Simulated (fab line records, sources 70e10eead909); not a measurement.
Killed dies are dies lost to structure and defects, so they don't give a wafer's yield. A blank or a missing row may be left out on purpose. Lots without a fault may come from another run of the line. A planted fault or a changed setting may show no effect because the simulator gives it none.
Which tool did it? | flow nand_harc | 12 lots, 36 wafers sampled, at 4 steps of a route of 1159

WHAT THE GAUGES READ, wafer by wafer
NHARC_A_M0_CD_MEAS_09: target cd 80 nm.
lot  | measured     | on        | cd_nm (nm)
L074 | day 18 03:54 | cd_sem-03 | 79.5 79.9 80.2
L079 | day 18 04:47 | cd_sem-02 | 78.9 79.9 79.5
L078 | day 18 05:57 | cd_sem-02 | 79.6 79.9 79.7
L081 | day 19 04:37 | cd_sem-02 | 80.3 80.2 80.8
L082 | day 19 06:55 | cd_sem-02 | 80.2 79.9 80.7
L084 | day 19 23:23 | cd_sem-01 | 79.7 80.1 80.2
L086 | day 20 13:38 | cd_sem-03 | 80.8 79.0 80.0
L089 | day 21 08:17 | cd_sem-01 | 79.5 79.9 79.5
L091 | day 21 19:52 | cd_sem-01 | 78.9 78.4 79.5
L092 | day 22 03:19 | cd_sem-03 | 79.1 79.2 79.7
L096 | day 22 19:31 | cd_sem-03 | 80.7 80.8 79.3
L097 | day 23 00:50 | cd_sem-02 | 79.7 79.4 80.0

WHICH TOOL RAN EACH LOT (tool, then ch and the chambers of the sampled wafers, then the start)
lot  | NHARC_A_BLC_PVD_32                      | NHARC_A_BLC_ALD_23                  | NHARC_A_BLC_CMP_25
L074 | pvd_sputter-03, day 17 23:39 or earlier | ald_metal-03 ch 1,2,3, day 17 23:39 | cmp-01 ch 0,1,2, day 18 02:36
L079 | pvd_sputter-03, day 18 00:28 or earlier | ald_metal-03 ch 0,1,2, day 18 00:28 | cmp-02 ch 0,2,3, day 18 03:29
L078 | pvd_sputter-02, day 18 01:49 or earlier | ald_metal-02 ch 1,2,3, day 18 01:49 | cmp-03 ch 0,1,2, day 18 04:46
L081 | pvd_sputter-02, day 19 02:35 or earlier | ald_metal-03 ch 0,1,3, day 19 02:35 | cmp-02 ch 0,1,2, day 19 03:19
L082 | pvd_sputter-01, day 19 04:53 or earlier | ald_metal-04 ch 0,1,3, day 19 04:53 | cmp-02 ch 1,2,3, day 19 05:40
L084 | pvd_sputter-01, day 19 21:22 or earlier | ald_metal-02 ch 0,2,3, day 19 21:22 | cmp-02 ch 0,1,2, day 19 22:05
L086 | pvd_sputter-02, day 20 05:11 or earlier | ald_metal-03 ch 1,2, day 20 05:11   | cmp-03 ch 0,2,3, day 20 12:23
L089 | pvd_sputter-03, day 21 06:14 or earlier | ald_metal-03 ch 0,2, day 21 06:14   | cmp-01 ch 0,1,2, day 21 07:02
L091 | pvd_sputter-03, day 21 10:40 or earlier | ald_metal-04 ch 0,1,3, day 21 10:40 | cmp-02 ch 0,1, day 21 18:42
L092 | pvd_sputter-01, day 21 22:21 or earlier | ald_metal-02 ch 0,2,3, day 21 22:21 | cmp-01 ch 0,1,3, day 22 02:01
L096 | pvd_sputter-03, day 22 17:02 or earlier | ald_metal-02 ch 1,2, day 22 17:02   | cmp-01 ch 0,1, day 22 18:13
L097 | pvd_sputter-02, day 22 21:34 or earlier | ald_metal-04 ch 0,2,3, day 22 21:34 | cmp-02 ch 0,1,2, day 22 23:36
- NHARC_A_BLC_PVD_32: deposits Ti, target thk 5 nm, time 17.7 s.
- NHARC_A_BLC_ALD_23: deposits TiN, target thk 3 nm, pulse time 1 s, ald cycles 150.
- NHARC_A_BLC_CMP_25: polishes, t overpolish 30 s, target thk 150 nm.

THE ANSWER, worked out from the rows above alone
Rule: what is usual is taken from the lots themselves. Put in order of their means at a reading, lots are off if they are a third of the lots or fewer, leave a main group of 4 or more, and stand apart from it by a gap of 3 or more times the standard deviation of the main group's means; of several such gaps the widest counts. A main group whose means are all the same, to the digits that the tables above print for the reading, isn't used. A lot without any number at a reading at which 4 lots or more have one is off too. The other lots that the step has rows for count as sound.
No lot is off at any reading shown: from this, nothing can be told.

WHAT THE SIMULATOR HAD PUT IN
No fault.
